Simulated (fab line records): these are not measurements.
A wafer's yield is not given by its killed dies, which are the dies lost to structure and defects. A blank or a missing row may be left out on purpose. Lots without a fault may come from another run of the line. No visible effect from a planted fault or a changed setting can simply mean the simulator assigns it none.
fab line records | flow n5Finfet
record lots=7 wafers=21
route steps=1938 shown BEOL_M11@1565 BEOL_M12@1608 BEOL_M14@1742 BEOL_M15@1801
startH: hours from the record's opening day to when the first of the lot's shown wafers began | waitH: hours since the lot's step before | " the same as in the row above | L1.1+2: a single row standing in for several wafers | - value missing, or start not given | * or withheld: withheld | < > ~ a bound
route shown NAME@n: a module of which the file shows steps, and the number in the route of the first | usual: the fault-free wafers' mean and standard deviation | same: alike in all rows | chamber/n: place in a boat | sites: each site's reading | _std_site: their standard deviation | _edge_site: inner sites' mean taken away from outer sites' mean | radiusMm: for every site, how far away it sits from the centre of the wafer | mask NAME#n: copy n | behind: the last tool/chamber to shape the wafer | hold: why the lot went on hold/how many hours it stayed there/how the hold came to an end | device: transistor that didn't switch, given as n, p or np | end of line: tests run on the same wafers once the route is complete | a step given without rows: its recipe and nothing more | killed: at the first sort, the dies lost to defects and structure; wafer yield is something else | map: the dies of a wafer, with x for killed, . for not killed, _ for no die there
set.NAME: the setting the step ran with; set.NAME@STEP: the setting that earlier step ran with | model.NAME: the simulator's own value behind a step, which no gauge read
lots with deliberately changed settings; one table per step, one row per wafer
## steps
# step N5_BEOL_M11_EXPOSE_25
# recipe maskId=V10 na=1.35 sourceShape=annular sigmaInner=0.5 sigmaOuter=0.8 polarization=unpolarized doseMj=85.5
# columns lot.wafer tool chamber startH waitH mask set.doseMj
L081.1 arfiScanner-02 0 276.74 - V10#0 91.71
L081.2+3 " 0 " " V10#0 85.5
L083.2+3+4 arfiScanner-01 0 283.13 - V10#0 85.5
L087.1+4 arfiScanner-02 0 318.34 - V10#0 83.77
L087.2 " 0 " " V10#0 85.5
L091.1+2+5 arfiScanner-01 0 318.51 - V10#0 85.5
L094.1+4 arfiScanner-03 0 349.49 - V10#0 85.5
L094.2 " 0 " " V10#0 79.64
L093.2+4 arfiScanner-01 0 354.43 - V10#0 88.22
L093.3 " 0 " " V10#0 85.5
L096.1+2 arfiScanner-01 0 366.46 - V10#0 85.5
L096.3 " 0 " " V10#0 81.23
# step N5_BEOL_M11_PEB_26
# recipe pebTempC=withheld pebTimeS=60 resist=CAR-ArF
# step N5_BEOL_M11_DEVELOP_27
# recipe developTimeS=30 developer=TMAH resist=CAR-ArF rinseLiquid=diw dry=airSpin devTempC=23
# step N5_BEOL_M11_CD_MEAS_28
# recipe targetCdNm=70 landingEnergyEv=500 detector=seInlens polarity=opening
# usual cdNm=70.0/0.85
# columns lot.wafer tool chamber startH waitH set.doseMj@BEOL_M11_EXPOSE_25 cdNm
L081.1 cdSem-02 0 276.87 - 91.71 76.3
L081.2 " 0 " " 85.5 70.5
L081.3 " 0 " " 85.5 69.3
L083.2 cdSem-01 0 283.25 - 85.5 70.7
L083.3 " 0 " " 85.5 71.1
L083.4 " 0 " " 85.5 70.8
L087.1 cdSem-01 0 318.48 - 83.77 69.7
L087.2 " 0 " " 85.5 72.0
L087.4 " 0 " " 83.77 69.7
L091.1 cdSem-02 0 318.64 - 85.5 68.8
L091.2 " 0 " " 85.5 68.1
L091.5 " 0 " " 85.5 70.1
L094.1 cdSem-03 0 349.62 - 85.5 68.5
L094.2 " 0 " " 79.64 63.1
L094.4 " 0 " " 85.5 69.1
L093.2 cdSem-01 0 354.55 - 88.22 73.4
L093.3 " 0 " " 85.5 69.5
L093.4 " 0 " " 88.22 72.8
L096.1 cdSem-03 0 366.59 - 85.5 68.9
L096.2 " 0 " " 85.5 69.3
L096.3 " 0 " " 81.23 65.0
# step N5_BEOL_M11_VIA_ETCH_34
# recipe chemistry=C4F6/O2 target=SiCOH_lowk targetDepthA=1845 maskMaterial=SOC taperDeg=4 timeS=69.2 ionEnergyEv=250 pressureMtorr=30 sourceW=345 biasW=185 Ar_flow_sccm=300 C4F6_flow_sccm=10 O2_flow_sccm=10
# columns lot.wafer tool chamber startH waitH set.timeS model.etch.depthNm model.SOC_of_BEOL_M11_COAT_63.thkNm
L081.1 rieDiel-04 2 277.17 0.0 69.2 187.1 92
L081.2 " 3 " " 69.2 188.7 91.4
L081.3 " 1 " " 69.2 185.6 91.8
L083.2 rieDiel-04 2 283.55 0.0 69.2 187.5 92
L083.3 " 3 " " 69.2 187.8 92
L083.4 " 1 " " 69.2 182 92.2
L087.1 rieDiel-05 0 318.77 0.0 60.51 155.1 93.2
L087.2 " 3 " " 69.2 186.3 91.6
L087.4 " 1 " " 69.2 181.5 92.4
L091.1 rieDiel-01 0 318.94 0.0 69.2 182.9 91.8
L091.2 " 1 " " 69.2 184.7 92
L091.5 " 1 " " 69.2 183.2 92
L094.1 rieDiel-04 2 349.91 0.0 60.52 164.4 92.8
L094.2 " 1 " " 60.52 161.1 93
L094.4 " 1 " " 69.2 186.6 91.6
L093.2 rieDiel-04 3 354.85 0.0 69.2 188.4 91.2
L093.3+4 " 1,2 " " 69.2 187.7 91.6
L096.1 rieDiel-01 2 367.01 0.0 81.87 215.7 90.2
L096.2 " 3 " " 69.2 181.2 91.4
L096.3 " 0 " " 69.2 183.1 91.4
# step N5_BEOL_M12_EXPOSE_07
# recipe maskId=V11 na=0.93 sourceShape=conventional sigmaOuter=0.6 polarization=unpolarized attpsmPhaseDeg=180 doseMj=32.5
# columns lot.wafer tool chamber startH waitH mask set.doseMj
L081.1+3 krfScanner-01 0 280.38 - V11#0 32.5
L081.2 " 0 " " V11#0 30.66
L083.2+4 krfScanner-02 0 286.67 - V11#0 32.5
L083.3 " 0 " " V11#0 30.46
L087.1+2+4 krfScanner-01 0 322.38 - V11#0 32.5
L091.1+2+5 krfScanner-01 0 322.61 - V11#0 32.5
L094.1+2+4 krfScanner-01 0 353.12 - V11#0 32.5
L093.2 krfScanner-02 0 358.37 - V11#0 32.5
L093.3+4 " 0 " " V11#0 34.49
L096.1+3 krfScanner-02 0 371.85 - V11#0 30.77
L096.2 " 0 " " V11#0 32.5
# step N5_BEOL_M12_PEB_08
# recipe pebTempC=130 pebTimeS=90
# step N5_BEOL_M12_DEVELOP_09
# recipe developTimeS=45 rinseLiquid=diw dry=airSpin devTempC=21
# step N5_BEOL_M12_HARDBAKE_14
# recipe tempC=130 timeS=120
# step N5_BEOL_M12_CD_MEAS_10
# recipe targetCdNm=140 landingEnergyEv=500 detector=seInlens polarity=opening
# usual cdNm=139.9/1.9
# columns lot.wafer tool chamber startH waitH set.doseMj@BEOL_M12_EXPOSE_07 cdNm
L081.1 cdSem-01 0 280.55 - 32.5 142.3
L081.2 " 0 " " 30.66 136.0
L081.3 " 0 " " 32.5 142.2
L083.2 cdSem-02 0 286.84 - 32.5 140.8
L083.3 " 0 " " 30.46 134.7
L083.4 " 0 " " 32.5 138.3
L087.1 cdSem-01 0 322.55 - 32.5 136.7
L087.2 " 0 " " 32.5 139.4
L087.4 " 0 " " 32.5 141.9
L091.1 cdSem-03 0 322.79 - 32.5 140.3
L091.2 " 0 " " 32.5 141.6
L091.5 " 0 " " 32.5 140.4
L094.1 cdSem-03 0 353.29 - 32.5 138.7
L094.2 " 0 " " 32.5 140.3
L094.4 " 0 " " 32.5 141.2
L093.2 cdSem-03 0 358.54 - 32.5 135.2
L093.3 " 0 " " 34.49 142.6
L093.4 " 0 " " 34.49 145.1
L096.1 cdSem-03 0 372.02 - 30.77 136.0
L096.2 " 0 " " 32.5 143.5
L096.3 " 0 " " 30.77 133.6
# step N5_BEOL_M14_EXPOSE_25
# recipe maskId=M14 na=0.8 sourceShape=annular sigmaInner=0.5 sigmaOuter=0.8 polarization=unpolarized targetCdNm=280 doseMj=26.6
# columns lot.wafer tool chamber startH waitH mask set.doseMj
L081.1+2+3 krfScanner-01 0 295.26 - M14#0 26.6
L083.2 krfScanner-02 0 300.17 - M14#0 26.6
L083.3+4 " 0 " " M14#0 25.29
L091.1+2+5 krfScanner-01 0 334.12 - M14#0 26.6
L087.1+2+4 krfScanner-02 0 336.00 - M14#0 25.04
L094.1+2+4 krfScanner-02 0 366.04 - M14#0 26.6
L093.2+3 krfScanner-01 0 371.01 - M14#0 26.6
L093.4 " 0 " " M14#0 25.15
L096.1+2+3 krfScanner-02 0 383.58 - M14#0 27.64
# step N5_BEOL_M14_PEB_26
# recipe pebTempC=130 pebTimeS=90
# columns lot.wafer tool chamber startH waitH set.pebTempC
L081.1+2+3 lithoTrack-04 0 295.32 0.1 130
L083.2+4 lithoTrack-02 0 300.22 0.0 131.5
L083.3 " 0 " " 130
L091.1+2+5 lithoTrack-02 0 334.18 0.1 130
L087.1 lithoTrack-03 0 336.06 0.1 127.5
L087.2+4 " 0 " " 130
L094.1 lithoTrack-02 0 366.09 0.1 127.5
L094.2+4 " 0 " " 130
L093.2+3 lithoTrack-02 0 371.06 0.0 126.7
L093.4 " 0 " " 130
L096.1+3 lithoTrack-04 0 383.63 0.1 130
L096.2 " 0 " " 126.9
# step N5_BEOL_M14_DEVELOP_27
# recipe developTimeS=45 rinseLiquid=diw dry=airSpin devTempC=21
# step N5_BEOL_M14_HARDBAKE_32
# recipe tempC=130 timeS=120
# step N5_BEOL_M14_CD_MEAS_28
# recipe targetCdNm=284.4 landingEnergyEv=500 detector=seInlens
# usual cdNm=284.9/1.7
# columns lot.wafer tool chamber startH waitH set.doseMj@BEOL_M14_EXPOSE_25 set.pebTempC@BEOL_M14_PEB_26 cdNm
L081.1 cdSem-01 0 295.43 - 26.6 130 285.4
L081.2 " 0 " " 26.6 130 284.4
L081.3 " 0 " " 26.6 130 283.4
L083.2 cdSem-01 0 300.34 - 26.6 131.5 292.1
L083.3 " 0 " " 25.29 130 277.7
L083.4 " 0 " " 25.29 131.5 283.6
L091.1 cdSem-03 0 334.29 - 26.6 130 284.7
L091.2 " 0 " " 26.6 130 285.5
L091.5 " 0 " " 26.6 130 282.6
L087.1 cdSem-02 0 336.17 - 25.04 127.5 259.9
L087.2 " 0 " " 25.04 130 275.6
L087.4 " 0 " " 25.04 130 276.9
L094.1 cdSem-02 0 366.21 - 26.6 127.5 270.8
L094.2 " 0 " " 26.6 130 283.5
L094.4 " 0 " " 26.6 130 282.3
L093.2 cdSem-01 0 371.18 - 26.6 126.7 265.6
L093.3 " 0 " " 26.6 126.7 265.6
L093.4 " 0 " " 25.15 130 273.7
L096.1 cdSem-02 0 383.75 - 27.64 130 293.1
L096.2 " 0 " " 27.64 126.9 276.5
L096.3 " 0 " " 27.64 130 291.4
# step N5_BEOL_M14_DESCUM_33
# recipe chemistry=O2 timeS=7.9 sourcePowerW=50 biasPowerW=20 pressureMtorr=20 rfFrequencyHz=2.712e+07 tempC=40 o2FlowSccm=225
# columns lot.wafer tool chamber startH waitH set.doseMj@BEOL_M14_EXPOSE_25 set.pebTempC@BEOL_M14_PEB_26 model.BEOL_M14.cdNm
L081.1 rieDiel-03 0 295.52 0.0 26.6 130 285.4
L081.2 " 2 " " 26.6 130 284.4
L081.3 " 3 " " 26.6 130 283.2
L083.2 rieDiel-06 1 300.43 0.0 26.6 131.5 292
L083.3 " 2 " " 25.29 130 278.2
L083.4 " 3 " " 25.29 131.5 283.6
L091.1 rieDiel-06 2 334.70 0.4 26.6 130 284.6
L091.2 " 0 " " 26.6 130 285
L091.5 " 0 " " 26.6 130 282.6
L087.1 rieDiel-02 0 336.30 0.1 25.04 127.5 259.8
L087.2 " 2 " " 25.04 130 275.6
L087.4 " 1 " " 25.04 130 277
L094.1 rieDiel-03 2 366.30 0.0 26.6 127.5 270.6
L094.2 " 1 " " 26.6 130 283.6
L094.4 " 3 " " 26.6 130 282.2
L093.2+3 rieDiel-03 2,3 371.75 0.5 26.6 126.7 265.4
L093.4 " 0 " " 25.15 130 273.4
L096.1 rieDiel-03 1 383.84 0.0 27.64 130 293.4
L096.2 " 3 " " 27.64 126.9 276.4
L096.3 " 0 " " 27.64 130 291.2
# step N5_BEOL_M14_ETCH_67
# recipe chemistry=CF4 target=SiARC targetDepthA=1430 timeS=238.3 ionEnergyEv=80 pressureMtorr=40 sourceW=545 biasW=36 Ar_flow_sccm=100 cf4FlowSccm=100 ends=cleared
# columns lot.wafer tool chamber startH waitH set.doseMj@BEOL_M14_EXPOSE_25 set.pebTempC@BEOL_M14_PEB_26 model.BEOL_M14.cdNm
L081.1 rieDiel-03 0 295.55 0.0 26.6 130 281
L081.2 " 2 " " 26.6 130 279.8
L081.3 " 3 " " 26.6 130 278.8
L083.2 rieDiel-06 1 300.46 0.0 26.6 131.5 286.8
L083.3 " 2 " " 25.29 130 274.2
L083.4 " 3 " " 25.29 131.5 279.6
L091.1 rieDiel-06 2 334.73 0.0 26.6 130 280.6
L091.2 " 0 " " 26.6 130 280.8
L091.5 " 0 " " 26.6 130 278.8
L087.1 rieDiel-02 0 336.33 0.0 25.04 127.5 255.6
L087.2 " 2 " " 25.04 130 271.8
L087.4 " 1 " " 25.04 130 273
L094.1 rieDiel-03 2 366.33 0.0 26.6 127.5 266.2
L094.2 " 1 " " 26.6 130 279
L094.4 " 3 " " 26.6 130 277.4
L093.2 rieDiel-03 2 371.78 0.0 26.6 126.7 260.8
L093.3 " 3 " " 26.6 126.7 260.6
L093.4 " 0 " " 25.15 130 269.4
L096.1 rieDiel-03 1 383.87 0.0 27.64 130 288.8
L096.2 " 3 " " 27.64 126.9 271.8
L096.3 " 0 " " 27.64 130 287
# step N5_BEOL_M15_PEB_26
# recipe pebTempC=130 pebTimeS=90
# columns lot.wafer tool chamber startH waitH set.pebTempC
L081.1+3 lithoTrack-05 0 302.72 0.1 126.6
L081.2 " 0 " " 130
L083.2+3+4 lithoTrack-05 0 306.72 0.0 130
L091.1+2+5 lithoTrack-04 0 341.70 0.1 130
L087.1+2+4 lithoTrack-05 0 341.75 0.1 130
L094.1+2+4 lithoTrack-04 0 371.14 0.1 130
L093.2 lithoTrack-04 0 377.71 0.0 133.2
L093.3+4 " 0 " " 130
L096.1+2 lithoTrack-04 0 393.20 0.1 130
L096.3 " 0 " " 132.8
# step N5_BEOL_M15_DEVELOP_27
# recipe developTimeS=45 rinseLiquid=diw dry=airSpin devTempC=21
# columns lot.wafer tool chamber startH waitH set.developTimeS
L081.1+3 lithoTrack-05 0 - - 45
L081.2 " 0 " " 38.46
L083.2 lithoTrack-05 0 - - 52.13
L083.3+4 " 0 " " 45
L091.1+2+5 lithoTrack-04 0 - - 45
L087.1 lithoTrack-05 0 - - 37.3
L087.2+4 " 0 " " 45
L094.1+2 lithoTrack-04 0 - - 45
L094.4 " 0 " " 49.88
L093.2+3+4 lithoTrack-04 0 - - 45
L096.1+2+3 lithoTrack-04 0 - - 45
# step N5_BEOL_M15_HARDBAKE_32
# recipe tempC=130 timeS=120
# step N5_BEOL_M15_CD_MEAS_28
# recipe targetCdNm=407.6 landingEnergyEv=500 detector=seInlens
# usual cdNm=408.4/1.6
# columns lot.wafer tool chamber startH waitH set.pebTempC@BEOL_M15_PEB_26 cdNm
L081.1 cdSem-01 0 302.83 - 126.6 389.3
L081.2 " 0 " " 130 406.4
L081.3 " 0 " " 126.6 391.1
L083.2 cdSem-02 0 306.84 - 130 406.8
L083.3 " 0 " " 130 405.4
L083.4 " 0 " " 130 408.4
L091.1 cdSem-01 0 341.82 - 130 407.2
L091.2 " 0 " " 130 408.0
L091.5 " 0 " " 130 409.4
L087.1 cdSem-02 0 341.87 - 130 403.8
L087.2 " 0 " " 130 407.3
L087.4 " 0 " " 130 404.7
L094.1 cdSem-02 0 371.25 - 130 408.1
L094.2 " 0 " " 130 406.9
L094.4 " 0 " " 130 408.7
L093.2 cdSem-02 0 377.83 - 133.2 422.0
L093.3 " 0 " " 130 408.6
L093.4 " 0 " " 130 409.0
L096.1 cdSem-03 0 393.32 - 130 412.1
L096.2 " 0 " " 130 409.9
L096.3 " 0 " " 132.8 421.1
# step N5_BEOL_M15_DESCUM_33
# recipe chemistry=O2 timeS=7.9 sourcePowerW=50 biasPowerW=20 pressureMtorr=20 rfFrequencyHz=2.712e+07 tempC=40 o2FlowSccm=225
# columns lot.wafer tool chamber startH waitH set.pebTempC@BEOL_M15_PEB_26 model.BEOL_M15.cdNm
L081.1 rieDiel-04 3 303.00 0.1 126.6 389.2
L081.2 " 2 " " 130 406.6
L081.3 " 0 " " 126.6 391
L083.2 rieDiel-05 0 306.92 0.0 130 406.8
L083.3 " 2 " " 130 405.6
L083.4 " 2 " " 130 408.4
L091.1 rieDiel-05 0 341.94 0.1 130 406.8
L091.2 " 2 " " 130 408.2
L091.5 " 0 " " 130 409.4
L087.1 rieDiel-04 3 341.97 0.0 130 403.6
L087.2 " 2 " " 130 407.8
L087.4 " 1 " " 130 404.6
L094.1 rieDiel-01 0 371.34 0.0 130 407.8
L094.2 " 3 " " 130 406.8
L094.4 " 2 " " 130 408.2
L093.2 rieDiel-05 1 377.92 0.0 133.2 421.6
L093.3 " 0 " " 130 408.6
L093.4 " 3 " " 130 408.8
L096.1 rieDiel-05 3 393.41 0.0 130 411.8
L096.2 " 0 " " 130 409.8
L096.3 " 2 " " 132.8 420.8
# step N5_BEOL_M15_ETCH_61
# recipe chemistry=N2/H2 target=BARC targetDepthA=890 overetchA=267 timeS=67.9 ionEnergyEv=200 pressureMtorr=30 sourceW=840 biasW=150 n2FlowSccm=200 h2FlowSccm=200
# columns lot.wafer tool chamber startH waitH set.pebTempC@BEOL_M15_PEB_26 model.BEOL_M15.cdNm
L081.1 rieDiel-04 3 303.04 0.0 126.6 380.8
L081.2 " 2 " " 130 399
L081.3 " 0 " " 126.6 383.8
L083.2 rieDiel-05 0 306.96 0.0 130 399.2
L083.3 " 2 " " 130 397.4
L083.4 " 2 " " 130 400.2
L091.1 rieDiel-05 0 341.97 0.0 130 399.2
L091.2 " 2 " " 130 399.4
L091.5 " 0 " " 130 401.6
L087.1 rieDiel-04 3 342.01 0.0 130 396.2
L087.2 " 2 " " 130 401.6
L087.4 " 1 " " 130 397.6
L094.1 rieDiel-01 0 371.38 0.0 130 401.2
L094.2 " 3 " " 130 397.8
L094.4 " 2 " " 130 400.4
L093.2 rieDiel-05 1 377.95 0.0 133.2 414.8
L093.3 " 0 " " 130 400.8
L093.4 " 3 " " 130 402.2
L096.1 rieDiel-05 3 393.44 0.0 130 404.6
L096.2 " 0 " " 130 401.8
L096.3 " 2 " " 132.8 411.6
# step N5_BEOL_M15_TRENCH_ETCH_34
# recipe chemistry=C4F8/O2/Ar target=SiO2 targetDepthA=8729.3 heInnerTorr=15 heOuterTorr=30 timeS=199 ionEnergyEv=800 pressureMtorr=20 sourceW=1905 biasW=2040 Ar_flow_sccm=400 C4F8_flow_sccm=16 O2_flow_sccm=12
# columns lot.wafer tool chamber startH waitH set.pebTempC@BEOL_M15_PEB_26 model.BEOL_M15.cdNm
L081.1 rieDiel-04 3 303.09 0.0 126.6 380.6
L081.2 " 2 " " 130 399.2
L081.3 " 0 " " 126.6 384.2
L083.2 rieDiel-05 0 307.01 0.0 130 398.8
L083.3 " 2 " " 130 396.8
L083.4 " 2 " " 130 399.8
L091.1 rieDiel-05 0 342.03 0.0 130 399
L091.2 " 2 " " 130 398.6
L091.5 " 0 " " 130 401.4
L087.1 rieDiel-04 3 342.06 0.0 130 395.6
L087.2 " 2 " " 130 402
L087.4 " 1 " " 130 397.6
L094.1 rieDiel-01 0 371.43 0.0 130 401.2
L094.2 " 3 " " 130 398
L094.4 " 2 " " 130 400.8
L093.2 rieDiel-05 1 378.00 0.0 133.2 414
L093.3 " 0 " " 130 400.4
L093.4 " 3 " " 130 401.6
L096.1 rieDiel-05 3 393.49 0.0 130 404.2
L096.2 " 0 " " 130 401.8
L096.3 " 2 " " 132.8 410.6
# step N5_BEOL_M15_STRIP_36
# recipe chemistry=O2 powerW=600 tempC=60 pressureMtorr=30 rfFrequencyHz=6e+07 biasPowerW=0 overashFraction=0.3 o2FlowSccm=225
# step N5_BEOL_M15_STRIP_62
# recipe chemistry=O2 powerW=600 tempC=60 pressureMtorr=30 rfFrequencyHz=6e+07 biasPowerW=0 overashFraction=0.3 o2FlowSccm=225
# step N5_BEOL_M15_STRIP_37
# recipe chemistry=O2 powerW=600 tempC=60 pressureMtorr=30 rfFrequencyHz=6e+07 biasPowerW=0 overashFraction=0.3 o2FlowSccm=225
# step N5_BEOL_M15_ETCH_38
# recipe chemistry=CF4/N2 target=SiCN targetDepthA=1064 taperDeg=2 timeS=120.5 ionEnergyEv=150 maskMaterial=SiO2 pressureMtorr=40 sourceW=430 biasW=70 Ar_flow_sccm=100 cf4FlowSccm=60 n2FlowSccm=60
# columns lot.wafer tool chamber startH waitH set.pebTempC@BEOL_M15_PEB_26 model.BEOL_M15.cdNm
L081.1 rieDiel-05 2 - - 126.6 380.6
L081.2 " 1 " " 130 399.2
L081.3 " 0 " " 126.6 384.2
L083.2 rieDiel-01 1 - - 130 398.6
L083.3 " 3 " " 130 396.8
L083.4 " 2 " " 130 399.8
L091.1 rieDiel-01 0 - - 130 399.2
L091.2 " 2 " " 130 398.6
L091.5 " 0 " " 130 401.4
L087.1 rieDiel-01 2 - - 130 395.6
L087.2 " 0 " " 130 402.2
L087.4 " 1 " " 130 397.6
L094.1 rieDiel-05 3 - - 130 401.4
L094.2 " 0 " " 130 398
L094.4 " 2 " " 130 400.6
L093.2 rieDiel-05 0 - - 133.2 413.8
L093.3 " 1 " " 130 400.4
L093.4 " 3 " " 130 401.8
L096.1 rieDiel-01 2 - - 130 404.2
L096.2 " 3 " " 130 402
L096.3 " 1 " " 132.8 410.6
## key
split step=N5_BEOL_M11_EXPOSE_25 setting=doseMj stated=85.5 by=wafer
response step=N5_BEOL_M11_CD_MEAS_28 reading=cdNm change=+0.881 per=1% r=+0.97
split step=N5_BEOL_M11_VIA_ETCH_34 setting=timeS stated=69.2 by=wafer
response step=N5_BEOL_M11_VIA_ETCH_34 reading=model.etch.depthNm change=+1.96 per=1% r=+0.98
response step=N5_BEOL_M11_VIA_ETCH_34 reading=model.SOC_of_BEOL_M11_COAT_63.thkNm change=-0.082 per=1% r=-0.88
split step=N5_BEOL_M12_EXPOSE_07 setting=doseMj stated=32.5 by=wafer
response step=N5_BEOL_M12_CD_MEAS_10 reading=cdNm change=+1.2 per=1% r=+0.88
split step=N5_BEOL_M14_EXPOSE_25 setting=doseMj stated=26.6 by=wafer
response step=N5_BEOL_M14_CD_MEAS_28 reading=cdNm slope=+1.61 per=1% togetherWith=pebTempC@BEOL_M14_PEB_26 explained=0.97
response step=N5_BEOL_M14_DESCUM_33 reading=model.BEOL_M14.cdNm slope=+1.59 per=1% togetherWith=pebTempC@BEOL_M14_PEB_26 explained=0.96
response step=N5_BEOL_M14_ETCH_67 reading=model.BEOL_M14.cdNm slope=+1.41 per=1% togetherWith=pebTempC@BEOL_M14_PEB_26 explained=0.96
split step=N5_BEOL_M14_PEB_26 setting=pebTempC stated=130 by=wafer
response step=N5_BEOL_M14_CD_MEAS_28 reading=cdNm change=+5.96 per=1% r=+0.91
response step=N5_BEOL_M14_DESCUM_33 reading=model.BEOL_M14.cdNm change=+5.98 per=1% r=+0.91
response step=N5_BEOL_M14_ETCH_67 reading=model.BEOL_M14.cdNm slope=+6.8 per=1% togetherWith=doseMj@BEOL_M14_EXPOSE_25 explained=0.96
split step=N5_BEOL_M15_PEB_26 setting=pebTempC stated=130 by=wafer
response step=N5_BEOL_M15_CD_MEAS_28 reading=cdNm change=+5.5 per=1% r=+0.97
response step=N5_BEOL_M15_DESCUM_33 reading=model.BEOL_M15.cdNm change=+5.5 per=1% r=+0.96
response step=N5_BEOL_M15_ETCH_61 reading=model.BEOL_M15.cdNm change=+5.39 per=1% r=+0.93
response step=N5_BEOL_M15_TRENCH_ETCH_34 reading=model.BEOL_M15.cdNm change=+5.26 per=1% r=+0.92
response step=N5_BEOL_M15_ETCH_38 reading=model.BEOL_M15.cdNm change=+5.21 per=1% r=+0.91
split step=N5_BEOL_M15_DEVELOP_27 setting=developTimeS stated=45 by=wafer
response none clear
